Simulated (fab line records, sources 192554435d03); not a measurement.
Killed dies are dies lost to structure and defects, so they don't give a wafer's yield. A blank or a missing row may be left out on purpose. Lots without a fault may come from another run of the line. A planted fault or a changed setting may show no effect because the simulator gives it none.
Split-lot experiment | flow n5_finfet | 7 lots, 39 wafers read, on a route of 1938 steps

THE SPLIT
At N5_WELL_APT_EPI_41 (deposits Si from SiH4/H2, target thk 50 nm, time 297.7 s), the setting target_thk_a was moved away from the recipe's 500 angstrom on 15 of the 39 wafers read, by -7.8% to +7.1%. The other wafers ran this setting at the recipe's value.

The reading is taken at the split's own step.

THE READING
Si_of_WELL_APT_EPI_41.thk_nm (the simulator's own value, which no gauge read), in nm, at N5_WELL_APT_EPI_41 (deposits Si from SiH4/H2, target thk 50 nm, time 297.7 s). The file gives no usual value for it. The 24 wafers here that ran the recipe average 49.54 nm, standard deviation 0.41 nm.

wafer  | tool, chamber at the split | target_thk_a as run, angstrom | against the recipe | Si_of_WELL_APT_EPI_41.thk_nm, nm | against lot-mates on the recipe
L075.1 | epi_rpcvd-02, 0            | 500                           | recipe             | 50.63                            | -
L075.2 | epi_rpcvd-02, 0            | 483.9                         | -3.2%              | 49.28                            | -0.99
L075.3 | epi_rpcvd-02, 0            | 500                           | recipe             | 50.22                            | -
L075.4 | epi_rpcvd-02, 0            | 483.9                         | -3.2%              | 49.17                            | -1.10
L075.5 | epi_rpcvd-02, 0            | 483.9                         | -3.2%              | 49.17                            | -1.10
L075.6 | epi_rpcvd-02, 0            | 500                           | recipe             | 49.96                            | -
L076.1 | epi_rpcvd-02, 0            | 500                           | recipe             | 49.66                            | -
L076.2 | epi_rpcvd-02, 0            | 529.9                         | +6.0%              | 52.86                            | +3.13
L076.3 | epi_rpcvd-02, 0            | 529.9                         | +6.0%              | 52.91                            | +3.18
L076.4 | epi_rpcvd-02, 0            | 529.9                         | +6.0%              | 52.89                            | +3.16
L076.5 | epi_rpcvd-02, 0            | 500                           | recipe             | 49.4                             | -
L076.6 | epi_rpcvd-02, 0            | 500                           | recipe             | 50.12                            | -
L077.1 | epi_rpcvd-02, 0            | 500                           | recipe             | 49.3                             | -
L077.4 | epi_rpcvd-02, 0            | 500                           | recipe             | 49.75                            | -
L077.6 | epi_rpcvd-02, 0            | 500                           | recipe             | 49.62                            | -
L079.1 | epi_rpcvd-02, 0            | 500                           | recipe             | 49.14                            | -
L079.2 | epi_rpcvd-02, 0            | 461                           | -7.8%              | 45.36                            | -4.08
L079.3 | epi_rpcvd-02, 0            | 500                           | recipe             | 49.7                             | -
L079.4 | epi_rpcvd-02, 0            | 461                           | -7.8%              | 46.16                            | -3.28
L079.5 | epi_rpcvd-02, 0            | 461                           | -7.8%              | 45.16                            | -4.28
L079.6 | epi_rpcvd-02, 0            | 500                           | recipe             | 49.49                            | -
L089.1 | epi_rpcvd-04, 0            | 535.3                         | +7.1%              | 52.93                            | +3.55
L089.2 | epi_rpcvd-04, 0            | 500                           | recipe             | 49.32                            | -
L089.3 | epi_rpcvd-04, 0            | 500                           | recipe             | 49.47                            | -
L089.4 | epi_rpcvd-04, 0            | 535.3                         | +7.1%              | 52.55                            | +3.17
L089.5 | epi_rpcvd-04, 0            | 500                           | recipe             | 49.34                            | -
L089.6 | epi_rpcvd-04, 0            | 535.3                         | +7.1%              | 53.1                             | +3.72
L092.1 | epi_rpcvd-02, 0            | 486.7                         | -2.7%              | 47.57                            | -1.47
L092.2 | epi_rpcvd-02, 0            | 500                           | recipe             | 49.29                            | -
L092.3 | epi_rpcvd-02, 0            | 486.7                         | -2.7%              | 46.94                            | -2.10
L092.4 | epi_rpcvd-02, 0            | 486.7                         | -2.7%              | 48.11                            | -0.93
L092.5 | epi_rpcvd-02, 0            | 500                           | recipe             | 49.01                            | -
L092.6 | epi_rpcvd-02, 0            | 500                           | recipe             | 48.81                            | -
L093.1 | epi_rpcvd-02, 0            | 500                           | recipe             | 49.38                            | -
L093.2 | epi_rpcvd-02, 0            | 500                           | recipe             | 49.73                            | -
L093.3 | epi_rpcvd-02, 0            | 500                           | recipe             | 49.23                            | -
L093.4 | epi_rpcvd-02, 0            | 500                           | recipe             | 49.69                            | -
L093.5 | epi_rpcvd-02, 0            | 500                           | recipe             | 49.71                            | -
L093.6 | epi_rpcvd-02, 0            | 500                           | recipe             | 49                               | -

THE FIT
A straight line over all 39 wafers: Si_of_WELL_APT_EPI_41.thk_nm changes by +0.494 nm for each +1% of target_thk_a; r = +0.95; the points scatter about the line by 0.57 nm.
The same after taking each lot's own level away (the mean of its wafers on the recipe; 39 wafers): +0.496 nm for each +1%; r = +0.98; scatter 0.32 nm.
On that fit, the largest move of target_thk_a shifts the reading by 3.9 nm.
The lots' own levels span 49.037 to 50.270 nm, that is 3.0 times the standard deviation above.
So the lot-to-lot level changes the slope little: the two slopes agree.
Check: with one of the wafers moved furthest among these (-7.8%) left out of the fit, the line predicts -3.78 nm for it against its lot-mates. It came out at -4.08 nm against them.

THE FILE'S OWN FIT
Si_of_WELL_APT_EPI_41.thk_nm changes by +0.495 nm for each +1% of target_thk_a, r = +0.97.
